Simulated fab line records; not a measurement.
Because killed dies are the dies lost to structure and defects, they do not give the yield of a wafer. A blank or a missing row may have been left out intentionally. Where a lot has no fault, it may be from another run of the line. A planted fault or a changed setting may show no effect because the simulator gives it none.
fab line records / flow n5Finfet
record: lots: 3 wafers: 9 lastDay: 16
route steps=1938 shown BEOL_M10@1500 BEOL_M11@1536 BEOL_M15@1830
lots that met no fault: from a run of the same line without faults
startH: hours from the record's opening day to when the first of the lot's shown wafers began / waitH: time in hours since the lot's previous step / " repeats the value in the row above / L1.1+2: one row covering several wafers at once / - no value, or no start was given / * or withheld: withheld / < > ~ a bound
route shown NAME@n: names a module that has steps shown in the file, with the first one's number in the route / usual: the fault-free wafers' mean and standard deviation / same: alike in all rows / chamber/n: place in a boat / sites: each site's reading / _std_site: standard deviation across them / _edge_site: the outer-site mean with the inner-site mean subtracted / radiusMm: how far each site lies from the wafer's centre / mask NAME#n: copy n / behind: tool/chamber where the wafer was last shaped / hold: why the lot was held/for how many hours/how that ended / device: names the non-switching transistor (n, p or np) / end of line: tests run on the same wafers once the route is complete / step lacking rows: just its recipe / killed: count of dies lost to structure and defects at first sort (not the wafer's yield) / map: per-die view of a wafer (x killed, . not killed, _ where there is no die)
set.NAME: the setting that was run; set.NAME@STEP: the one run at that earlier step / model.NAME: the simulator's own value behind a step, which no gauge read
lots seen at some steps along the route; tables by step, rows by wafer
services: when a tool's chamber went out of use (startH, in hours from the record's first day, below 0 if earlier), for how many hours, and the reason
== steps ==
step: N5_BEOL_M10_PEB_26
recipe: pebTempC: withheld pebTimeS: 60 resist: CAR-ArF
step: N5_BEOL_M10_DEVELOP_27
recipe: developTimeS: 30 developer: TMAH resist: CAR-ArF rinseLiquid: diw dry: airSpin devTempC: 23
step: N5_BEOL_M10_DESCUM_33
recipe: chemistry: O2 timeS: 7.9 sourcePowerW: 50 biasPowerW: 20 pressureMtorr: 20 rfFrequencyHz: 2.712e+07 tempC: 40 resist: CAR-ArF o2FlowSccm: 225
step: N5_BEOL_M10_ETCH_65
recipe: chemistry: CF4 target: SiARC targetDepthA: 390 maskMaterial: CAR-ArF timeS: 65 ionEnergyEv: 80 pressureMtorr: 40 sourceW: 545 biasW: 36 Ar_flow_sccm: 100 cf4FlowSccm: 100 ends: cleared
step: N5_BEOL_M10_ETCH_66
recipe: chemistry: N2/H2 target: SOC targetDepthA: 1200 overetchA: 240 maskMaterial: SiARC tempC: 40 timeS: 180 ionEnergyEv: 200 pressureMtorr: 30 sourceW: 840 biasW: 150 n2FlowSccm: 200 h2FlowSccm: 200
step: N5_BEOL_M10_STRIP_69
recipe: chemistry: N2/H2 tempC: 40 n2FlowSccm: 200 h2FlowSccm: 200 rfFrequencyHz: 6e+07
step: N5_BEOL_M10_VIA_ETCH_34
recipe: chemistry: C4F6/O2 target: SiCOH_lowk targetDepthA: 1845 maskMaterial: SOC taperDeg: 4 timeS: 69.2 ionEnergyEv: 250 pressureMtorr: 30 sourceW: 345 biasW: 185 Ar_flow_sccm: 300 C4F6_flow_sccm: 10 O2_flow_sccm: 10
step: N5_BEOL_M10_STRIP_73
recipe: chemistry: C4F6/O2 resist: SiARC rfFrequencyHz: 6e+07
step: N5_BEOL_M10_STRIP_36
recipe: chemistry: N2/H2 powerW: 450 tempC: 40 pressureMtorr: 20 rfFrequencyHz: 6e+07 overashFraction: 0.3 biasPowerW: 7 h2Frac: 0.5 n2FlowSccm: 200 h2FlowSccm: 200
step: N5_BEOL_M10_TRENCH_ETCH_37
recipe: chemistry: C4F6/O2 targetDepthA: 1488.3 target: SiCOH_lowk timeS: 48 ionEnergyEv: 250 pressureMtorr: 30 sourceW: 345 biasW: 185 Ar_flow_sccm: 300 C4F6_flow_sccm: 10 O2_flow_sccm: 10
usual: drypumpMotorCurrentA: 5.8/0.41 oesProductAu: 0.77/0.086 rfVppV: 665/6.4 runLengthS: 71.4/0.47 showerheadPlenumPTorr: 2.80/0.09 throttleValvePct: 21.06/0.28
lot.wafer=L946.2 tool=rieDiel-02 chamber=0 startH=272.36 waitH=- drypumpMotorCurrentA=5.9 oesProductAu=0.68 rfHoursCounterH=248 rfVppV=659 runLengthS=71.2 showerheadPlenumPTorr=2.68 throttleValvePct=21.10 model.BEOL_M10.featureDepthNm=144.4 model.etch.depthNm=144.5 model.TiN_of_BEOL_M10_HM_DEP_02.thkNm=16.2
lot.wafer=L946.4 tool=rieDiel-02 chamber=2 startH=272.36 waitH=- drypumpMotorCurrentA=6.2 oesProductAu=0.72 rfHoursCounterH=217 rfVppV=676 runLengthS=71.4 showerheadPlenumPTorr=2.93 throttleValvePct=21.39 model.BEOL_M10.featureDepthNm=146 model.etch.depthNm=146 model.TiN_of_BEOL_M10_HM_DEP_02.thkNm=15.8
lot.wafer=L946.6 tool=rieDiel-02 chamber=1 startH=272.36 waitH=- drypumpMotorCurrentA=5.0 oesProductAu=0.69 rfHoursCounterH=- rfVppV=659 runLengthS=71.4 showerheadPlenumPTorr=2.72 throttleValvePct=21.00 model.BEOL_M10.featureDepthNm=144.8 model.etch.depthNm=144.8 model.TiN_of_BEOL_M10_HM_DEP_02.thkNm=16
lot.wafer=L955.1 tool=rieDiel-02 chamber=3 startH=311.71 waitH=- drypumpMotorCurrentA=6.1 oesProductAu=0.68 rfHoursCounterH=246 rfVppV=659 runLengthS=70.7 showerheadPlenumPTorr=2.70 throttleValvePct=21.55 model.BEOL_M10.featureDepthNm=149.6 model.etch.depthNm=149.6 model.TiN_of_BEOL_M10_HM_DEP_02.thkNm=16
lot.wafer=L955.2 tool=rieDiel-02 chamber=2 startH=311.71 waitH=- drypumpMotorCurrentA=6.2 oesProductAu=0.71 rfHoursCounterH=233 rfVppV=677 runLengthS=79.8 showerheadPlenumPTorr=2.92 throttleValvePct=21.43 model.BEOL_M10.featureDepthNm=173.8 model.etch.depthNm=173.7 model.TiN_of_BEOL_M10_HM_DEP_02.thkNm=15.2
lot.wafer=L955.4 tool=rieDiel-02 chamber=1 startH=311.71 waitH=- drypumpMotorCurrentA=5.0 oesProductAu=0.68 rfHoursCounterH=- rfVppV=660 runLengthS=71.3 showerheadPlenumPTorr=2.71 throttleValvePct=21.02 model.BEOL_M10.featureDepthNm=145.4 model.etch.depthNm=145.3 model.TiN_of_BEOL_M10_HM_DEP_02.thkNm=16
lot.wafer=L960.1 tool=rieDiel-06 chamber=2 startH=339.86 waitH=- drypumpMotorCurrentA=5.9 oesProductAu=0.86 rfHoursCounterH=71 rfVppV=662 runLengthS=70.6 showerheadPlenumPTorr=2.77 throttleValvePct=20.58 model.BEOL_M10.featureDepthNm=150.8 model.etch.depthNm=150.7 model.TiN_of_BEOL_M10_HM_DEP_02.thkNm=16.4
lot.wafer=L960.2 tool=rieDiel-06 chamber=0 startH=339.86 waitH=- drypumpMotorCurrentA=5.8 oesProductAu=0.85 rfHoursCounterH=76 rfVppV=670 runLengthS=71.7 showerheadPlenumPTorr=2.76 throttleValvePct=20.87 model.BEOL_M10.featureDepthNm=150.4 model.etch.depthNm=150.5 model.TiN_of_BEOL_M10_HM_DEP_02.thkNm=16
lot.wafer=L960.6 tool=rieDiel-06 chamber=1 startH=339.86 waitH=- drypumpMotorCurrentA=6.0 oesProductAu=0.71 rfHoursCounterH=- rfVppV=670 runLengthS=72.1 showerheadPlenumPTorr=2.81 throttleValvePct=21.18 model.BEOL_M10.featureDepthNm=148.4 model.etch.depthNm=148.5 model.TiN_of_BEOL_M10_HM_DEP_02.thkNm=16.2
step: N5_BEOL_M10_ETCH_41
recipe: chemistry: CH3F/O2 target: SiCN targetDepthA: 426 taperDeg: 2 timeS: 86 ionEnergyEv: 120 maskMaterial: TiN pressureMtorr: 30 sourceW: 395 biasW: 75 Ar_flow_sccm: 150 CH3F_flow_sccm: 30 O2_flow_sccm: 20
step: N5_BEOL_M10_STRIP_77
recipe: chemistry: N2/H2 timeS: 10 powerW: 450 tempC: 40 pressureMtorr: 20 rfFrequencyHz: 6e+07 biasPowerW: 7 n2FlowSccm: 200 h2FlowSccm: 200
step: N5_BEOL_M10_OCD_MEAS_38
usual: trenchDepthNm: 147.7/2.3
lot.wafer=L946.2 tool=ocd-01 chamber=- startH=272.56 waitH=- trenchDepthNm=144.4
lot.wafer=L946.4 tool=ocd-01 chamber=- startH=272.56 waitH=- trenchDepthNm=146.0
lot.wafer=L946.6 tool=ocd-01 chamber=- startH=272.56 waitH=- trenchDepthNm=144.9
lot.wafer=L955.1 tool=ocd-01 chamber=- startH=311.90 waitH=- trenchDepthNm=149.7
lot.wafer=L955.2 tool=ocd-01 chamber=- startH=311.90 waitH=- trenchDepthNm=173.7
lot.wafer=L955.4 tool=ocd-01 chamber=- startH=311.90 waitH=- trenchDepthNm=145.5
lot.wafer=L960.1 tool=ocd-01 chamber=- startH=340.05 waitH=- trenchDepthNm=150.9
lot.wafer=L960.2 tool=ocd-01 chamber=- startH=340.05 waitH=- trenchDepthNm=150.7
lot.wafer=L960.6 tool=ocd-01 chamber=- startH=340.05 waitH=- trenchDepthNm=148.5
step: N5_BEOL_M10_HM_STRIP_39
recipe: chemistry: peroxideTinStrip material: TiN targetDepthA: 250 tempC: 50 timeS: 158
step: N5_BEOL_M10_SRD_40
recipe: timeS: 30 tempC: 23 rinseLiquid: diw dry: ipaMarangoni
step: N5_BEOL_M10_PRECLEAN_42
recipe: chemistry: residueRemover timeS: 60 tempC: 40
step: N5_BEOL_M10_SRD_43
recipe: timeS: 30 tempC: 23 rinseLiquid: diw dry: ipaMarangoni
step: N5_BEOL_M10_CURE_72
recipe: tempC: 370 timeS: 120 ambient: DMADMS/He material: SiCOH_lowk
step: N5_BEOL_M10_DEGAS_44
recipe: ambient: vacuum tempC: 250 timeS: 60
step: N5_BEOL_M10_PRE_CLEAN_45
recipe: gas: H2/He timeS: 30 tempC: 250
step: N5_BEOL_M10_ALD_74
recipe: material: TaN targetThkA: 20 tempC: 275 aldPrecursorFamily: PDMAT aldCoReactant: NH3 pressureTorr: 3 carrierFlowSccm: 1500 pulseTimeS: 2 purgeTimeS: 3 coReactantPurgeTimeS: 2 coReactantPulseTimeS: 3 aldCycles: 40 precursorVesselTempC: 75 precursorVesselPressureTorr: 26.25 precursorVesselCarrierSccm: 1000
step: N5_BEOL_M10_SURFACE_TREAT_76
recipe: gas: Ar timeS: * ionEnergyEv: * ionCurrentMaCm2: 0.5 pressureMtorr: * arFlowSccm: 30
step: N5_BEOL_M10_CVD_75
recipe: material: Co targetThkA: 20 tempC: withheld precursor: CCTBA/H2 pressureTorr: 30 timeS: 138.9
step: N5_BEOL_M10_SPUTTER_48
recipe: material: Cu targetThkA: 120 tempC: -20 biasV: 60 powerW: 26000 chamberPressurePa: 0.13 timeS: 2
step: N5_BEOL_M10_ECD_50
recipe: material: Cu targetThkA: 3180
step: N5_BEOL_M10_ANNEAL_51
recipe: tempC: 225 timeS: 90 ambient: N2
step: N5_BEOL_M10_CMP_52
recipe: stopOn: SiCOH_lowk tOverpolishS: 7 downForcePsi: 1 platenRpm: 50 clearingPlatenDownForcePsi: 1.5 clearingPlatenRpm: 50 postCmpClean: cuAlkaline targetThkNm: 140 clearingPlatenPadVelocityMS: 0.99484 padVelocityMS: 0.99484
usual: barrierFieldEndpointS: 28.6/0.67 motorCurrentA: 6.1/0.61 overpolishRunS: 7.001/0.0089 timeToEndpointS: 64.7/2.3
lot.wafer=L946.2 tool=cmp-02 chamber=0 startH=276.51 waitH=0.2 barrierFieldEndpointS=29.6 motorCurrentA=6.2 overpolishRunS=6.994 timeToEndpointS=67.3 model.Cu_of_BEOL_M10_ECD_50.thkNm=135
lot.wafer=L946.4 tool=cmp-02 chamber=3 startH=276.51 waitH=0.2 barrierFieldEndpointS=30.0 motorCurrentA=5.1 overpolishRunS=7.021 timeToEndpointS=65.3 model.Cu_of_BEOL_M10_ECD_50.thkNm=137
lot.wafer=L946.6 tool=cmp-02 chamber=1 startH=276.51 waitH=0.2 barrierFieldEndpointS=28.8 motorCurrentA=7.4 overpolishRunS=6.997 timeToEndpointS=59.8 model.Cu_of_BEOL_M10_ECD_50.thkNm=135.2
lot.wafer=L955.1 tool=cmp-02 chamber=1 startH=313.76 waitH=0.3 barrierFieldEndpointS=28.8 motorCurrentA=7.5 overpolishRunS=6.988 timeToEndpointS=65.5 model.Cu_of_BEOL_M10_ECD_50.thkNm=139
lot.wafer=L955.2 tool=cmp-02 chamber=2 startH=313.76 waitH=0.3 barrierFieldEndpointS=29.2 motorCurrentA=5.8 overpolishRunS=7.002 timeToEndpointS=68.2 model.Cu_of_BEOL_M10_ECD_50.thkNm=164.8
lot.wafer=L955.4 tool=cmp-02 chamber=3 startH=313.76 waitH=0.3 barrierFieldEndpointS=28.0 motorCurrentA=5.3 overpolishRunS=6.997 timeToEndpointS=63.3 model.Cu_of_BEOL_M10_ECD_50.thkNm=135.6
lot.wafer=L960.1 tool=cmp-04 chamber=2 startH=342.59 waitH=0.3 barrierFieldEndpointS=28.5 motorCurrentA=5.9 overpolishRunS=7.001 timeToEndpointS=64.5 model.Cu_of_BEOL_M10_ECD_50.thkNm=141.2
lot.wafer=L960.2 tool=cmp-04 chamber=1 startH=342.59 waitH=0.3 barrierFieldEndpointS=28.4 motorCurrentA=5.9 overpolishRunS=6.998 timeToEndpointS=63.4 model.Cu_of_BEOL_M10_ECD_50.thkNm=141
lot.wafer=L960.6 tool=cmp-04 chamber=3 startH=342.59 waitH=0.3 barrierFieldEndpointS=28.7 motorCurrentA=6.2 overpolishRunS=7.011 timeToEndpointS=66.8 model.Cu_of_BEOL_M10_ECD_50.thkNm=140
step: N5_BEOL_M10_THK_MEAS_53
recipe: thkMeasGauge: xrf reads: Cu_of_BEOL_M10_ECD_50
usual: M10_THK: 138.4/2.7
lot.wafer=L946.2 tool=filmMetro-01 chamber=- startH=276.80 waitH=- M10_THK[nm]=135.3
lot.wafer=L946.4 tool=filmMetro-01 chamber=- startH=276.80 waitH=- M10_THK[nm]=137.6
lot.wafer=L946.6 tool=filmMetro-01 chamber=- startH=276.80 waitH=- M10_THK[nm]=135.5
lot.wafer=L955.1 tool=filmMetro-01 chamber=- startH=314.02 waitH=- M10_THK[nm]=140.4
lot.wafer=L955.2 tool=filmMetro-01 chamber=- startH=314.02 waitH=- M10_THK[nm]=166.4
lot.wafer=L955.4 tool=filmMetro-01 chamber=- startH=314.02 waitH=- M10_THK[nm]=136.5
lot.wafer=L960.1 tool=filmMetro-01 chamber=- startH=342.89 waitH=- M10_THK[nm]=141.5
lot.wafer=L960.2 tool=filmMetro-01 chamber=- startH=342.89 waitH=- M10_THK[nm]=141.4
lot.wafer=L960.6 tool=filmMetro-01 chamber=- startH=342.89 waitH=- M10_THK[nm]=140.0
step: N5_BEOL_M10_PRE_CLEAN_55
recipe: gas: NH3 timeS: 15 tempC: withheld rfPowerW: 300
step: N5_BEOL_M10_DEP_56
recipe: material: SiCN targetThkA: 150 tempC: withheld precursor: 3MS/NH3 pressureTorr: 3 rfW: 202 timeS: 26.5
step: N5_BEOL_M10_RS_MEAS_57
recipe: thkMeasGauge: four-point-probe reads: Cu_of_BEOL_M10_ECD_50+Co_of_BEOL_M10_CVD_75+TaN_of_BEOL_M10_ALD_74
usual: M10_RS: 0.1530/0.0029
lot.wafer=L946.2 tool=filmMetro-01 chamber=- startH=276.96 waitH=0.1 M10_RS[ohm/sq]=0.1573
lot.wafer=L946.4 tool=filmMetro-01 chamber=- startH=276.96 waitH=0.1 M10_RS[ohm/sq]=0.1549
lot.wafer=L946.6 tool=filmMetro-01 chamber=- startH=276.96 waitH=0.1 M10_RS[ohm/sq]=0.1570
lot.wafer=L955.1 tool=filmMetro-02 chamber=- startH=314.16 waitH=0.1 M10_RS[ohm/sq]=0.1522
lot.wafer=L955.2 tool=filmMetro-02 chamber=- startH=314.16 waitH=0.1 M10_RS[ohm/sq]=0.1265
lot.wafer=L955.4 tool=filmMetro-02 chamber=- startH=314.16 waitH=0.1 M10_RS[ohm/sq]=0.1563
lot.wafer=L960.1 tool=filmMetro-01 chamber=- startH=343.03 waitH=0.1 M10_RS[ohm/sq]=0.1498
lot.wafer=L960.2 tool=filmMetro-01 chamber=- startH=343.03 waitH=0.1 M10_RS[ohm/sq]=0.1496
lot.wafer=L960.6 tool=filmMetro-01 chamber=- startH=343.03 waitH=0.1 M10_RS[ohm/sq]=0.1514
step: N5_BEOL_M11_ILD_DEP_00
recipe: material: SiCOH_lowk targetThkA: 3085.1 tempC: 300 precursor: DEMS/porogen pressureTorr: 5 rfW: 500 timeS: 58
step: N5_BEOL_M11_CURE_71
recipe: tempC: 385 timeS: 240 ambient: He/Ar material: SiCOH_lowk
step: N5_BEOL_M11_PECVD_70
recipe: material: SiO2 targetThkA: 200 tempC: 400 precursor: TEOS/O2 pressureTorr: 5.5 rfW: 450 teosFlowSccm: 53.8 gas: O2 flowSccm: 3000 timeS: 22.7
step: N5_BEOL_M11_HM_DEP_02
recipe: material: TiN targetThkA: 200 tempC: 25 chamberPressurePa: 0.49996
step: N5_BEOL_M11_COAT_59
recipe: resist: SOC tempC: 250 timeS: 60 spinRpm: 1500 resistThkNm: 100
step: N5_BEOL_M15_RC_MEAS_101
usual: COMB_M11: 1.52e-11/3e-12 COMB_M12: 7.1e-12/1.2e-12 COMB_M13: 5.5e-12/1.1e-12 COMB_M14: 4.4e-12/7.3e-13 COMB_M14_max_site: 5.9e-12/1.2e-12 COMB_M15: 3.2e-12/6e-13 COMB_M5: 3.7e-11/7.8e-12 COMB_M6: 2.8e-11/5.6e-12 COMB_M7: 2.6e-11/5.5e-12 COMB_M8: 2.7e-11/5.5e-12 COMB_M9: 1.55e-11/3e-12 SERP_M10: 3.09/0.066 SERP_M10_max_site: 3.19/0.084 SERP_M11: 3.05/0.068 SERP_M12: 0.641/0.017 SERP_M13: 0.306/0.0052 SERP_M14: 0.1613/0.003 SERP_M14_max_site: 0.163/0.0031 SERP_M5: 38.7/1.3 SERP_M6: 13.8/0.43 SERP_M7: 13.7/0.44 SERP_M8: 14.0/0.43 SERP_M8_max_site: 14.7/0.56 SERP_M9: 3.07/0.067
lot.wafer=L946.2 tool=prober-01 chamber=0 startH=318.39 waitH=0.5 COMB_M11[S/m]=1.4e-11 COMB_M12[S/m]=7.3e-12 COMB_M13[S/m]=4.8e-12 COMB_M14[S/m]=3.5e-12 COMB_M14_max_site[S/m]=4.2e-12 COMB_M15[S/m]=3e-12 COMB_M5[S/m]=3.7e-11 COMB_M6[S/m]=3.1e-11 COMB_M7[S/m]=2.4e-11 COMB_M8[S/m]=1.9e-11 COMB_M9[S/m]=1.39e-11 SERP_M10[ohm/um]=3.13 SERP_M10_max_site[ohm/um]=3.31 SERP_M11[ohm/um]=3.05 SERP_M12[ohm/um]=0.632 SERP_M13[ohm/um]=0.303 SERP_M14[ohm/um]=0.1602 SERP_M14_max_site[ohm/um]=0.161 SERP_M5[ohm/um]=38.8 SERP_M6[ohm/um]=13.7 SERP_M7[ohm/um]=14.1 SERP_M8[ohm/um]=13.8 SERP_M8_max_site[ohm/um]=14.5 SERP_M9[ohm/um]=3.09
lot.wafer=L946.4 tool=prober-01 chamber=0 startH=318.39 waitH=0.5 COMB_M11[S/m]=1.52e-11 COMB_M12[S/m]=5.7e-12 COMB_M13[S/m]=4.5e-12 COMB_M14[S/m]=3.6e-12 COMB_M14_max_site[S/m]=5.3e-12 COMB_M15[S/m]=3e-12 COMB_M5[S/m]=3.1e-11 COMB_M6[S/m]=3e-11 COMB_M7[S/m]=4.1e-11 COMB_M8[S/m]=2.4e-11 COMB_M9[S/m]=1.82e-11 SERP_M10[ohm/um]=3.17 SERP_M10_max_site[ohm/um]=3.26 SERP_M11[ohm/um]=3.12 SERP_M12[ohm/um]=0.617 SERP_M13[ohm/um]=0.299 SERP_M14[ohm/um]=0.1567 SERP_M14_max_site[ohm/um]=0.159 SERP_M5[ohm/um]=38.3 SERP_M6[ohm/um]=13.5 SERP_M7[ohm/um]=13.6 SERP_M8[ohm/um]=14.7 SERP_M8_max_site[ohm/um]=15.0 SERP_M9[ohm/um]=2.93
lot.wafer=L946.6 tool=prober-01 chamber=0 startH=318.39 waitH=0.5 COMB_M11[S/m]=1.36e-11 COMB_M12[S/m]=7.7e-12 COMB_M13[S/m]=4.4e-12 COMB_M14[S/m]=3.2e-12 COMB_M14_max_site[S/m]=4.6e-12 COMB_M15[S/m]=3.1e-12 COMB_M5[S/m]=3.1e-11 COMB_M6[S/m]=2.1e-11 COMB_M7[S/m]=2.4e-11 COMB_M8[S/m]=2.6e-11 COMB_M9[S/m]=9.7e-12 SERP_M10[ohm/um]=3.12 SERP_M10_max_site[ohm/um]=3.39 SERP_M11[ohm/um]=2.96 SERP_M12[ohm/um]=0.651 SERP_M13[ohm/um]=0.302 SERP_M14[ohm/um]=0.1573 SERP_M14_max_site[ohm/um]=0.159 SERP_M5[ohm/um]=39.6 SERP_M6[ohm/um]=13.9 SERP_M7[ohm/um]=14.3 SERP_M8[ohm/um]=14.1 SERP_M8_max_site[ohm/um]=14.6 SERP_M9[ohm/um]=3.10
lot.wafer=L955.1 tool=prober-01 chamber=0 startH=347.28 waitH=0.0 COMB_M11[S/m]=1.78e-11 COMB_M12[S/m]=7.2e-12 COMB_M13[S/m]=3.9e-12 COMB_M14[S/m]=5.7e-12 COMB_M14_max_site[S/m]=6.8e-12 COMB_M15[S/m]=4.2e-12 COMB_M5[S/m]=3.5e-11 COMB_M6[S/m]=4.4e-11 COMB_M7[S/m]=3.2e-11 COMB_M8[S/m]=2.3e-11 COMB_M9[S/m]=1.14e-11 SERP_M10[ohm/um]=3.16 SERP_M10_max_site[ohm/um]=3.26 SERP_M11[ohm/um]=3.05 SERP_M12[ohm/um]=0.604 SERP_M13[ohm/um]=0.303 SERP_M14[ohm/um]=0.1611 SERP_M14_max_site[ohm/um]=0.163 SERP_M5[ohm/um]=39.7 SERP_M6[ohm/um]=14.4 SERP_M7[ohm/um]=13.1 SERP_M8[ohm/um]=14.8 SERP_M8_max_site[ohm/um]=15.7 SERP_M9[ohm/um]=3.19
lot.wafer=L955.2 tool=prober-01 chamber=0 startH=347.28 waitH=0.0 COMB_M11[S/m]=2.13e-11 COMB_M12[S/m]=6e-12 COMB_M13[S/m]=5.1e-12 COMB_M14[S/m]=5.6e-12 COMB_M14_max_site[S/m]=7.9e-12 COMB_M15[S/m]=2.5e-12 COMB_M5[S/m]=2.1e-11 COMB_M6[S/m]=3.3e-11 COMB_M7[S/m]=2.8e-11 COMB_M8[S/m]=1.8e-11 COMB_M9[S/m]=1.79e-11 SERP_M10[ohm/um]=2.58 SERP_M10_max_site[ohm/um]=2.62 SERP_M11[ohm/um]=3.17 SERP_M12[ohm/um]=0.612 SERP_M13[ohm/um]=0.307 SERP_M14[ohm/um]=0.1592 SERP_M14_max_site[ohm/um]=0.160 SERP_M5[ohm/um]=39.5 SERP_M6[ohm/um]=14.1 SERP_M7[ohm/um]=13.8 SERP_M8[ohm/um]=13.8 SERP_M8_max_site[ohm/um]=14.6 SERP_M9[ohm/um]=3.00
lot.wafer=L955.4 tool=prober-01 chamber=0 startH=347.28 waitH=0.0 COMB_M11[S/m]=1.42e-11 COMB_M12[S/m]=8.4e-12 COMB_M13[S/m]=4.9e-12 COMB_M14[S/m]=3e-12 COMB_M14_max_site[S/m]=4.6e-12 COMB_M15[S/m]=3.9e-12 COMB_M5[S/m]=3.1e-11 COMB_M6[S/m]=2.6e-11 COMB_M7[S/m]=2.6e-11 COMB_M8[S/m]=1.8e-11 COMB_M9[S/m]=1.45e-11 SERP_M10[ohm/um]=3.18 SERP_M10_max_site[ohm/um]=3.29 SERP_M11[ohm/um]=3.07 SERP_M12[ohm/um]=0.636 SERP_M13[ohm/um]=0.305 SERP_M14[ohm/um]=0.1637 SERP_M14_max_site[ohm/um]=0.165 SERP_M5[ohm/um]=40.8 SERP_M6[ohm/um]=14.5 SERP_M7[ohm/um]=13.9 SERP_M8[ohm/um]=13.8 SERP_M8_max_site[ohm/um]=14.5 SERP_M9[ohm/um]=3.12
lot.wafer=L960.1 tool=prober-02 chamber=0 startH=377.22 waitH=0.0 COMB_M11[S/m]=1.46e-11 COMB_M12[S/m]=5.7e-12 COMB_M13[S/m]=4.8e-12 COMB_M14[S/m]=4.5e-12 COMB_M14_max_site[S/m]=5.9e-12 COMB_M15[S/m]=3.3e-12 COMB_M5[S/m]=3.2e-11 COMB_M6[S/m]=3.5e-11 COMB_M7[S/m]=2.8e-11 COMB_M8[S/m]=2.1e-11 COMB_M9[S/m]=1.34e-11 SERP_M10[ohm/um]=3.06 SERP_M10_max_site[ohm/um]=3.17 SERP_M11[ohm/um]=3.01 SERP_M12[ohm/um]=0.612 SERP_M13[ohm/um]=0.310 SERP_M14[ohm/um]=0.1621 SERP_M14_max_site[ohm/um]=0.163 SERP_M5[ohm/um]=41.6 SERP_M6[ohm/um]=14.0 SERP_M7[ohm/um]=13.2 SERP_M8[ohm/um]=13.4 SERP_M8_max_site[ohm/um]=14.1 SERP_M9[ohm/um]=3.02
lot.wafer=L960.2 tool=prober-02 chamber=0 startH=377.22 waitH=0.0 COMB_M11[S/m]=1.43e-11 COMB_M12[S/m]=7.9e-12 COMB_M13[S/m]=5.2e-12 COMB_M14[S/m]=3.8e-12 COMB_M14_max_site[S/m]=4.9e-12 COMB_M15[S/m]=3e-12 COMB_M5[S/m]=2.9e-11 COMB_M6[S/m]=3e-11 COMB_M7[S/m]=2.9e-11 COMB_M8[S/m]=2.1e-11 COMB_M9[S/m]=1.6e-11 SERP_M10[ohm/um]=2.97 SERP_M10_max_site[ohm/um]=3.02 SERP_M11[ohm/um]=3.11 SERP_M12[ohm/um]=0.618 SERP_M13[ohm/um]=0.311 SERP_M14[ohm/um]=0.1641 SERP_M14_max_site[ohm/um]=0.166 SERP_M5[ohm/um]=39.8 SERP_M6[ohm/um]=13.8 SERP_M7[ohm/um]=14.0 SERP_M8[ohm/um]=13.6 SERP_M8_max_site[ohm/um]=14.5 SERP_M9[ohm/um]=2.96
lot.wafer=L960.6 tool=prober-02 chamber=0 startH=377.22 waitH=0.0 COMB_M11[S/m]=1.22e-11 COMB_M12[S/m]=6.4e-12 COMB_M13[S/m]=6e-12 COMB_M14[S/m]=5.6e-12 COMB_M14_max_site[S/m]=6.8e-12 COMB_M15[S/m]=3.9e-12 COMB_M5[S/m]=4.3e-11 COMB_M6[S/m]=3.5e-11 COMB_M7[S/m]=3e-11 COMB_M8[S/m]=2.4e-11 COMB_M9[S/m]=1.39e-11 SERP_M10[ohm/um]=3.08 SERP_M10_max_site[ohm/um]=3.12 SERP_M11[ohm/um]=2.94 SERP_M12[ohm/um]=0.619 SERP_M13[ohm/um]=0.313 SERP_M14[ohm/um]=0.1678 SERP_M14_max_site[ohm/um]=0.170 SERP_M5[ohm/um]=42.2 SERP_M6[ohm/um]=13.9 SERP_M7[ohm/um]=13.5 SERP_M8[ohm/um]=13.8 SERP_M8_max_site[ohm/um]=14.5 SERP_M9[ohm/um]=3.09
sites SERP_M10 radiusMm=0,75,75,75,75,140,140,140,140
L946.2 3.01 3.10 3.13 3.10 3.09 3.22 3.31 3.24 3.25
L955.1 3.26 3.16 3.19 3.20 3.20 3.00 2.95 2.99 2.97
L960.1 3.00 3.01 3.06 3.05 2.99 3.07 3.13 3.17 3.09
== services ==
tool=rieDiel-06 chamber=1 startH=249.84 hours=9.5 kind=repair
tool=cmp-04 chamber=- startH=259.95 hours=2.7 kind=repair
tool=cmp-04 chamber=- startH=269.19 hours=4.0 kind=pm
tool=cmp-04 chamber=- startH=273.19 hours=- kind=consumableReplace:conditioner
tool=cmp-04 chamber=- startH=273.19 hours=- kind=consumableReplace:pad
tool=rieDiel-06 chamber=0 startH=274.73 hours=1.6 kind=repair
tool=rieDiel-06 chamber=0 startH=276.83 hours=7.2 kind=repair
tool=rieDiel-02 chamber=0 startH=286.55 hours=12.4 kind=repair
tool=cmp-04 chamber=- startH=295.33 hours=1.3 kind=repair
tool=cmp-04 chamber=- startH=302.97 hours=0.5 kind=repair
tool=rieDiel-02 chamber=- startH=320.74 hours=3.6 kind=repair
tool=rieDiel-02 chamber=3 startH=326.28 hours=- kind=clean
tool=rieDiel-02 chamber=3 startH=326.28 hours=- kind=consumableReplace:focusRing
tool=rieDiel-02 chamber=3 startH=326.28 hours=- kind=consumableReplace:showerhead
tool=rieDiel-02 chamber=3 startH=326.28 hours=17.4 kind=scheduledDown
tool=rieDiel-02 chamber=3 startH=326.28 hours=17.4 kind=ventCycle
tool=rieDiel-02 chamber=2 startH=328.81 hours=3.2 kind=repair
tool=cmp-02 chamber=- startH=342.73 hours=5.0 kind=pm
== key ==
firstSign: step: N5_BEOL_M10_TRENCH_ETCH_37 reading: runLengthS direction: up sigmas: 18 usual: * struck: *
effect: step: N5_BEOL_M10_OCD_MEAS_38 reading: trenchDepthNm direction: up sigmas: 11 usual: 147.7 struck: 173.7
effect: step: N5_BEOL_M10_THK_MEAS_53 reading: M10_THK direction: up sigmas: 10 usual: 138.4 struck: 166.4
effect: step: N5_BEOL_M10_RS_MEAS_57 reading: M10_RS direction: down sigmas: 9 usual: 0.1530 struck: 0.1265
effect: step: N5_BEOL_M15_RC_MEAS_101 reading: SERP_M10 direction: down sigmas: 7.7 usual: 3.09 struck: 2.58
modelEffect: step: N5_BEOL_M10_TRENCH_ETCH_37 value: BEOL_M10.featureDepthNm without: 147 struck: 173.8
modelEffect: step: N5_BEOL_M10_CMP_52 value: Cu_of_BEOL_M10_ECD_50.thkNm without: 138 struck: 164.8
metAt N5_BEOL_M10_TRENCH_ETCH_37
struckWafers L955.2
onsetBetween 272.36 311.71
fault: kind: processParameterDrift tool: rieDiel-02 chamber: 2 onsetH: 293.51 steps: N5_BEOL_M10_TRENCH_ETCH_37 channel: timeS offset: * shape: step endH: 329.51 actsIn: * stated: *
